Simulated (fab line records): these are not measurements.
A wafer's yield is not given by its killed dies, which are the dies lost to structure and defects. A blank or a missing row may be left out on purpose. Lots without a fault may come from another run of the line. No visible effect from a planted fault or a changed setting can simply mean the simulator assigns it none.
Chamber matching	flow n5 finfet	N5_BEOL_M2_ETCHBACK_99 on rie diel-03: 4 sister chambers
The step etches SiO2 in CHF3, target depth 5 nm, time 10.4 s. 20 wafers are shown with their chamber, then 10 later ones without.

== EACH WAFER AND ITS CHAMBER ==
wafer	chamber	showerhead plenum p Torr (Torr)	rf vpp V (V)	throttle valve pct (%)
L077.2	3	2.06	246	17.32
L077.3	1	2.12	237	17.25
L077.4	2	2.17	234	16.98
L078.2	0	2.06	244	16.93
L078.3	2	2.17	234	16.99
L078.6	0	2.06	243	16.93
L079.1	0	2.06	244	16.94
L079.4	3	2.05	244	17.32
L079.6	0	2.06	244	16.94
L081.1	3	2.05	247	17.32
L081.4	1	2.12	236	17.27
L081.5	3	2.05	246	17.31
L086.3	2	2.17	234	17.00
L086.5	2	2.17	234	17.03
L086.6	1	2.11	236	17.30
L088.1	2	2.16	234	17.03
L088.2	0	2.05	243	16.97
L088.4	3	2.05	247	17.36
L090.1	3	2.05	244	17.37
L090.5	3	2.05	245	17.36

SIGNATURES (averages over the wafers above)
reading	chamber 0	chamber 1	chamber 2	chamber 3	scatter within a chamber
showerhead plenum p Torr	2.0580	2.1167	2.1680	2.0514	0.00442
rf vpp V	243.60	236.33	234.00	245.57	0.851
throttle valve pct	16.9420	17.2733	17.0060	17.3371	0.0227
Rule: a wafer lies at a distance from a chamber equal to the root of the sum of squares, over the readings, of (its reading less the chamber's mean, divided by the reading's scatter). The wafer belongs to the nearest chamber; if the next one is less than 2 further off, it can't be placed. The scatter: take each reading less its chamber's mean, square it, sum over the shown wafers, divide by the number of wafers less the number of chambers, and take the root.

== WAFERS MISSING THEIR CHAMBER ==
wafer	showerhead plenum p Torr (Torr)	rf vpp V (V)	throttle valve pct (%)
L090.6	2.16	232	17.02
L087.2	2.11	235	17.33
L087.3	2.16	233	17.03
L087.5	2.05	243	16.99
L092.1	2.05	243	16.99
L092.2	2.16	234	17.04
L092.4	2.16	233	17.05
L094.1	2.05	242	17.01
L094.3	2.04	244	17.37
L094.4	2.05	242	17.00

== WHICH CHAMBER EACH WENT THROUGH ==
wafer	from the rows above	in truth
L090.6	2	2
L087.2	1	1
L087.3	2	2
L087.5	0	0
L092.1	0	0
L092.2	2	2
L092.4	2	2
L094.1	0	0
L094.3	3	3
L094.4	0	0
Correct placement for 10 of the 10. Not placeable from these rows: 0. 0 placed wrongly.
